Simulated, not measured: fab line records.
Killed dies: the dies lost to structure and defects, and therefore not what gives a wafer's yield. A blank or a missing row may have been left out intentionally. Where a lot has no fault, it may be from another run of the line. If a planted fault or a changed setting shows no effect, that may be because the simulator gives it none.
What tool caused it? / flow n5 finfet / 28 wafers from 10 lots sampled at 5 of the route's 1938 steps

== WHAT THE GAUGES READ, wafer by wafer ==
N5_ZERO_LAYER_INSPECT_20: inspects for defects (darkfield). Usual: raw defect count reads 37 (standard deviation 19).
lot=L779; measured=day 1 19:38; on=defect inspect-02; raw defect count=22 13 32; flag=
lot=L781; measured=day 2 07:17; on=defect inspect-02; raw defect count=39 25 34; flag=
lot=L785; measured=day 3 07:15; on=defect inspect-02; raw defect count=33 28 30; flag=
lot=L786; measured=day 3 13:23; on=defect inspect-01; raw defect count=47 50; flag=
lot=L790; measured=day 4 13:31; on=defect inspect-01; raw defect count=75 101 28; flag=
lot=L791; measured=day 4 19:15; on=defect inspect-01; raw defect count=30 76 38; flag=
lot=L792; measured=day 5 01:29; on=defect inspect-01; raw defect count=34 54 49; flag=
lot=L796; measured=day 6 01:36; on=defect inspect-02; raw defect count=49 45; flag=
lot=L798; measured=day 6 13:25; on=defect inspect-01; raw defect count=59 23 28; flag=
lot=L801; measured=day 7 07:15; on=defect inspect-02; raw defect count=38 33 16; flag=

N5_BEOL_M4_RC_MEAS_101. Usual: DIBL_N 36.1 mV/V, standard deviation 2; DIBL_P 36.3 mV/V, standard deviation 2.4; IOFF_N 0.15 nA/um, standard deviation 0.035; IOFF_P 0.21 nA/um, standard deviation 0.039; ION_N 672 uA/um, standard deviation 15; ION_P 463 uA/um, standard deviation 9.7; RS_PWELL 3003 ohm/sq, standard deviation 28; SS_N 71.5 mV/dec, standard deviation 0.7; SS_P 73.2 mV/dec, standard deviation 0.75; VT_N 251 mV, standard deviation 3.6; VT_P -250 mV, standard deviation 3.8.
lot=L779; measured=day 8 06:00; on=prober-02; DIBL_N (mV/V)=39.4 36.0 39.1; DIBL_P (mV/V)=40.9 36.5 40.4; IOFF_N (nA/um)=0.23 0.15 0.22; IOFF_P (nA/um)=0.26 0.19 0.26; ION_N (uA/um)=693 689 707; ION_P (uA/um)=469 470 475; RS_PWELL (ohm/sq)=2975 2992 2977; SS_N (mV/dec)=72.7 71.2 72.4; SS_P (mV/dec)=73.6 72.8 74.9; VT_N (mV)=245 248 247; VT_P (mV)=-249 -252 -249; flag=
lot=L781; measured=day 9 00:01; on=prober-02; DIBL_N (mV/V)=35.3 31.4 32.5; DIBL_P (mV/V)=37.2 32.2 32.9; IOFF_N (nA/um)=0.12 0.08 0.08; IOFF_P (nA/um)=0.16 0.11 0.11; ION_N (uA/um)=675 637 631; ION_P (uA/um)=453 439 434; RS_PWELL (ohm/sq)=3048 3034 3058; SS_N (mV/dec)=71.4 69.7 70.5; SS_P (mV/dec)=73.3 71.6 72.3; VT_N (mV)=253 260 261; VT_P (mV)=-258 -262 -262; flag=
lot=L785; measured=day 9 22:31; on=prober-01; DIBL_N (mV/V)=35.6 33.7 35.2; DIBL_P (mV/V)=35.5 34.3 35.2; IOFF_N (nA/um)=0.15 0.15 0.16; IOFF_P (nA/um)=0.21 0.19 0.21; ION_N (uA/um)=667 670 677; ION_P (uA/um)=464 457 461; RS_PWELL (ohm/sq)=3053 3024 3043; SS_N (mV/dec)=71.7 70.9 71.2; SS_P (mV/dec)=73.1 72.5 73.4; VT_N (mV)=250 249 246; VT_P (mV)=-248 -248 -249; flag=
lot=L786; measured=day 9 22:42; on=prober-02; DIBL_N (mV/V)=35.3 35.2; DIBL_P (mV/V)=35.3 34.5; IOFF_N (nA/um)=0.12 0.12; IOFF_P (nA/um)=0.18 0.16; ION_N (uA/um)=657 653; ION_P (uA/um)=461 458; RS_PWELL (ohm/sq)=3004 3020; SS_N (mV/dec)=71.7 71.4; SS_P (mV/dec)=73.2 73.0; VT_N (mV)=255 254; VT_P (mV)=-255 -257; flag=
lot=L790; measured=day 11 06:01; on=prober-01; DIBL_N (mV/V)=36.2 38.2 35.7; DIBL_P (mV/V)=35.9 37.9 34.8; IOFF_N (nA/um)=0.16 0.21 0.16; IOFF_P (nA/um)=0.22 0.26 0.21; ION_N (uA/um)=669 703 683; ION_P (uA/um)=471 478 461; RS_PWELL (ohm/sq)=2555 2523 2572; SS_N (mV/dec)=71.7 71.6 71.2; SS_P (mV/dec)=73.3 73.4 72.6; VT_N (mV)=251 245 249; VT_P (mV)=-246 -245 -251; flag=OFF
lot=L791; measured=day 11 12:25; on=prober-01; DIBL_N (mV/V)=36.8 37.1 34.5; DIBL_P (mV/V)=38.0 37.9 34.3; IOFF_N (nA/um)=0.18 0.18 0.13; IOFF_P (nA/um)=0.25 0.26 0.20; ION_N (uA/um)=691 684 663; ION_P (uA/um)=474 473 459; RS_PWELL (ohm/sq)=2494 2512 2520; SS_N (mV/dec)=71.4 71.4 70.8; SS_P (mV/dec)=74.8 73.8 73.7; VT_N (mV)=247 249 249; VT_P (mV)=-247 -247 -251; flag=OFF
lot=L792; measured=day 11 12:26; on=prober-02; DIBL_N (mV/V)=37.0 34.1 35.9; DIBL_P (mV/V)=37.2 33.6 35.8; IOFF_N (nA/um)=0.17 0.12 0.15; IOFF_P (nA/um)=0.24 0.17 0.21; ION_N (uA/um)=695 655 687; ION_P (uA/um)=474 457 474; RS_PWELL (ohm/sq)=2494 2509 2530; SS_N (mV/dec)=71.3 70.9 70.9; SS_P (mV/dec)=72.7 72.2 73.0; VT_N (mV)=247 253 252; VT_P (mV)=-248 -253 -252; flag=OFF
lot=L796; measured=day 12 20:33; on=prober-02; DIBL_N (mV/V)=40.0 42.3; DIBL_P (mV/V)=41.2 42.9; IOFF_N (nA/um)=0.21 0.26; IOFF_P (nA/um)=0.27 0.31; ION_N (uA/um)=683 692; ION_P (uA/um)=461 468; RS_PWELL (ohm/sq)=2959 2960; SS_N (mV/dec)=72.2 73.1; SS_P (mV/dec)=74.7 75.0; VT_N (mV)=249 243; VT_P (mV)=-249 -245; flag=
lot=L798; measured=day 12 23:37; on=prober-02; DIBL_N (mV/V)=36.1 34.5 33.7; DIBL_P (mV/V)=38.5 35.5 33.6; IOFF_N (nA/um)=0.17 0.14 0.12; IOFF_P (nA/um)=0.24 0.20 0.17; ION_N (uA/um)=673 666 662; ION_P (uA/um)=474 462 456; RS_PWELL (ohm/sq)=3036 2999 3035; SS_N (mV/dec)=71.7 72.0 71.0; SS_P (mV/dec)=74.1 73.4 72.7; VT_N (mV)=250 250 252; VT_P (mV)=-250 -251 -255; flag=
lot=L801; measured=day 13 18:54; on=prober-02; DIBL_N (mV/V)=37.6 35.1 38.3; DIBL_P (mV/V)=36.7 33.4 38.3; IOFF_N (nA/um)=0.17 0.13 0.19; IOFF_P (nA/um)=0.24 0.19 0.27; ION_N (uA/um)=673 661 701; ION_P (uA/um)=467 461 481; RS_PWELL (ohm/sq)=2940 2959 2946; SS_N (mV/dec)=71.1 70.7 71.2; SS_P (mV/dec)=74.5 72.1 73.5; VT_N (mV)=249 252 247; VT_P (mV)=-247 -249 -243; flag=

== TOOL THAT RAN EACH LOT (tool first, then ch and the chambers of the sampled wafers, then the start) ==
lot=L779; N5_ZERO_LAYER_ETCH_18=rie si-03 ch 0,1, day 1 19:10; N5_WELL_APT_DESCUM_13=rie diel-04 ch 0,2,3, day 1 20:19; N5_WELL_APT_IMPLANT_31=implanter-01 ch 0, day 1 21:43
lot=L781; N5_ZERO_LAYER_ETCH_18=rie si-03 ch 0,2,3, day 2 06:49; N5_WELL_APT_DESCUM_13=rie diel-04 ch 0,1,3, day 2 07:47; N5_WELL_APT_IMPLANT_31=implanter-02 ch 0, day 2 09:02
lot=L785; N5_ZERO_LAYER_ETCH_18=rie si-01 ch 1,2,3, day 3 06:47; N5_WELL_APT_DESCUM_13=rie diel-04 ch 2,3, day 3 07:46; N5_WELL_APT_IMPLANT_31=implanter-01 ch 0, day 3 09:04
lot=L786; N5_ZERO_LAYER_ETCH_18=rie si-06 ch 1,3, day 3 12:55; N5_WELL_APT_DESCUM_13=rie diel-04 ch 0,3, day 3 14:02; N5_WELL_APT_IMPLANT_31=implanter-01 ch 0, day 3 15:28
lot=L790; N5_ZERO_LAYER_ETCH_18=rie si-01 ch 1,2,3, day 4 13:03; N5_WELL_APT_DESCUM_13=rie diel-04 ch 1,3, day 4 13:55; N5_WELL_APT_IMPLANT_31=implanter-01 ch 0, day 4 15:23
lot=L791; N5_ZERO_LAYER_ETCH_18=rie si-03 ch 0,2,3, day 4 18:47; N5_WELL_APT_DESCUM_13=rie diel-05 ch 1,2,3, day 4 19:39; N5_WELL_APT_IMPLANT_31=implanter-01 ch 0, day 4 21:10
lot=L792; N5_ZERO_LAYER_ETCH_18=rie si-03 ch 0,1, day 5 01:01; N5_WELL_APT_DESCUM_13=rie diel-01 ch 0,3, day 5 01:53; N5_WELL_APT_IMPLANT_31=implanter-01 ch 0, day 5 03:28
lot=L796; N5_ZERO_LAYER_ETCH_18=rie si-03 ch 2,3, day 6 01:08; N5_WELL_APT_DESCUM_13=rie diel-01 ch 0, day 6 02:07; N5_WELL_APT_IMPLANT_31=implanter-02 ch 0, day 6 03:31
lot=L798; N5_ZERO_LAYER_ETCH_18=rie si-03 ch 2,3, day 6 12:56; N5_WELL_APT_DESCUM_13=rie diel-05 ch 0,1, day 6 14:29; N5_WELL_APT_IMPLANT_31=implanter-02 ch 0, day 6 15:50
lot=L801; N5_ZERO_LAYER_ETCH_18=rie si-03 ch 0,1,2, day 7 06:47; N5_WELL_APT_DESCUM_13=rie diel-04 ch 1,2, day 7 07:50; N5_WELL_APT_IMPLANT_31=implanter-02 ch 0, day 7 09:14
- N5_ZERO_LAYER_ETCH_18: etches Si in HBr/Cl2, target depth 120 nm, time 40 s.
- N5_WELL_APT_DESCUM_13: chemistry O2, time 7.9 s.
- N5_WELL_APT_IMPLANT_31

== WHAT THE TOOLS THEMSELVES READ (means of the sampled wafers that have a number; where no wafer has one, the mark that the record gives instead) ==
N5_ZERO_LAYER_ETCH_18. Usual: drypump motor current A 5.6 A, standard deviation 0.54; oes product au 0.999 a.u., standard deviation 0.018; throttle valve pct 36.5 %, standard deviation 0.33.
lot=L779; tool=rie si-03; drypump motor current A (A)=5.0; oes product au (a.u.)=1.004; throttle valve pct (%)=36.7; flag=
lot=L781; tool=rie si-03; drypump motor current A (A)=5.8; oes product au (a.u.)=1.008; throttle valve pct (%)=36.5; flag=
lot=L785; tool=rie si-01; drypump motor current A (A)=6.0; oes product au (a.u.)=1.000; throttle valve pct (%)=36.3; flag=
lot=L786; tool=rie si-06; drypump motor current A (A)=5.6; oes product au (a.u.)=0.993; throttle valve pct (%)=36.2; flag=
lot=L790; tool=rie si-01; drypump motor current A (A)=6.0; oes product au (a.u.)=0.998; throttle valve pct (%)=36.3; flag=
lot=L791; tool=rie si-03; drypump motor current A (A)=5.8; oes product au (a.u.)=1.010; throttle valve pct (%)=36.5; flag=
lot=L792; tool=rie si-03; drypump motor current A (A)=5.0; oes product au (a.u.)=1.001; throttle valve pct (%)=36.7; flag=
lot=L796; tool=rie si-03; drypump motor current A (A)=6.1; oes product au (a.u.)=0.996; throttle valve pct (%)=36.5; flag=
lot=L798; tool=rie si-03; drypump motor current A (A)=5.9; oes product au (a.u.)=1.009; throttle valve pct (%)=36.5; flag=
lot=L801; tool=rie si-03; drypump motor current A (A)=5.2; oes product au (a.u.)=1.002; throttle valve pct (%)=36.7; flag=

N5_WELL_APT_DESCUM_13. Usual: drypump motor current A 5.5 A, standard deviation 0.39; oes product au 0.76 a.u., standard deviation 0.08; rf vpp V 243.1 V, standard deviation 1.6; showerhead plenum p Torr 2.08 Torr, standard deviation 0.089; throttle valve pct 20.42 %, standard deviation 0.22.
lot=L779; tool=rie diel-04; drypump motor current A (A)=5.6; oes product au (a.u.)=0.72; rf vpp V (V)=244.6; showerhead plenum p Torr (Torr)=2.16; throttle valve pct (%)=20.44; flag=
lot=L781; tool=rie diel-04; drypump motor current A (A)=5.6; oes product au (a.u.)=0.71; rf vpp V (V)=243.9; showerhead plenum p Torr (Torr)=2.10; throttle valve pct (%)=20.33; flag=
lot=L785; tool=rie diel-04; drypump motor current A (A)=5.3; oes product au (a.u.)=0.70; rf vpp V (V)=243.5; showerhead plenum p Torr (Torr)=2.16; throttle valve pct (%)=20.45; flag=
lot=L786; tool=rie diel-04; drypump motor current A (A)=5.5; oes product au (a.u.)=0.69; rf vpp V (V)=243.9; showerhead plenum p Torr (Torr)=2.16; throttle valve pct (%)=20.40; flag=
lot=L790; tool=rie diel-04; drypump motor current A (A)=5.4; oes product au (a.u.)=0.70; rf vpp V (V)=242.8; showerhead plenum p Torr (Torr)=2.03; throttle valve pct (%)=20.32; flag=
lot=L791; tool=rie diel-05; drypump motor current A (A)=5.4; oes product au (a.u.)=0.79; rf vpp V (V)=242.7; showerhead plenum p Torr (Torr)=2.05; throttle valve pct (%)=20.48; flag=
lot=L792; tool=rie diel-01; drypump motor current A (A)=6.0; oes product au (a.u.)=0.82; rf vpp V (V)=243.9; showerhead plenum p Torr (Torr)=2.14; throttle valve pct (%)=20.45; flag=
lot=L796; tool=rie diel-01; drypump motor current A (A)=6.0; oes product au (a.u.)=0.97; rf vpp V (V)=242.0; showerhead plenum p Torr (Torr)=2.03; throttle valve pct (%)=19.99; flag=
lot=L798; tool=rie diel-05; drypump motor current A (A)=5.4; oes product au (a.u.)=0.78; rf vpp V (V)=242.7; showerhead plenum p Torr (Torr)=2.02; throttle valve pct (%)=20.24; flag=
lot=L801; tool=rie diel-04; drypump motor current A (A)=5.7; oes product au (a.u.)=0.70; rf vpp V (V)=243.4; showerhead plenum p Torr (Torr)=2.07; throttle valve pct (%)=20.51; flag=

N5_WELL_APT_IMPLANT_31. Usual: beam on s 10.00 s, standard deviation 0.2; dose ions cm2 1.5e+13, standard deviation 1.3e+10; faraday current uA 190, standard deviation 3.8.
lot=L779; tool=implanter-01; beam on s (s)=10.10; dose ions cm2=1.5e+13; faraday current uA=189; flag=
lot=L781; tool=implanter-02; beam on s (s)=10.01; dose ions cm2=1.5e+13; faraday current uA=190; flag=
lot=L785; tool=implanter-01; beam on s (s)=10.06; dose ions cm2=1.5e+13; faraday current uA=189; flag=
lot=L786; tool=implanter-01; beam on s (s)=9.93; dose ions cm2=1.5e+13; faraday current uA=192; flag=
lot=L790; tool=implanter-01; beam on s (s)=10.06; dose ions cm2=2.0e+13; faraday current uA=251; flag=OFF
lot=L791; tool=implanter-01; beam on s (s)=9.77; dose ions cm2=2.0e+13; faraday current uA=258; flag=OFF
lot=L792; tool=implanter-01; beam on s (s)=10.14; dose ions cm2=2.0e+13; faraday current uA=249; flag=OFF
lot=L796; tool=implanter-02; beam on s (s)=10.03; dose ions cm2=1.5e+13; faraday current uA=190; flag=
lot=L798; tool=implanter-02; beam on s (s)=9.79; dose ions cm2=1.5e+13; faraday current uA=194; flag=
lot=L801; tool=implanter-02; beam on s (s)=10.14; dose ions cm2=1.5e+13; faraday current uA=188; flag=

== THE ANSWER, worked out from the rows above alone ==
Rule: take the mean of a lot's wafers that have a number; if it is more than 3 standard deviations from the usual mean, the lot is off. A lot without any number at a reading at which 4 lots or more have one is off too. Any other lot the step has rows for is counted as sound. First the gauges in route order, then the tools' own readings, where a lot's mean is used as printed above. At the first step where some lot is off, the reading lying furthest off is the one used; lots without a number count as furthest.
Off: L790, L791, L792, at N5_BEOL_M4_RC_MEAS_101 (RS_PWELL).
If a tool, at a process step before that reading, ran all the lots that are off and no sound lot after the first of them, it fits. The gauges at N5_BEOL_M4_RC_MEAS_101 aren't tried: what is off there is off at N5_WELL_APT_IMPLANT_31 too, on other tools, and a gauge's error can't cause that. One candidate fits, namely implanter-01 at N5_WELL_APT_IMPLANT_31. A fault onset in the window from L786 (day 3 15:28, its last sound lot) to L790 (day 4 15:23, its first lot off) fits.
The tool's own readings at N5_WELL_APT_IMPLANT_31 bear it out: on the lots that are off they differ by more than 5 times the standard deviation of the sound lots' means. dose ions cm2 reads 2.0e+13 there against 1.5e+13 on the sound lots; faraday current uA reads 253 there against 190 on the sound lots.

== WHAT THE SIMULATOR PUT IN ==
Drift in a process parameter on implanter-01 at N5_WELL_APT_IMPLANT_31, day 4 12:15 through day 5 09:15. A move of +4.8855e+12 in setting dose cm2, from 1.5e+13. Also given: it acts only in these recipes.
Lots struck among those shown: L790, L791, L792. The rule above reached the same finding.
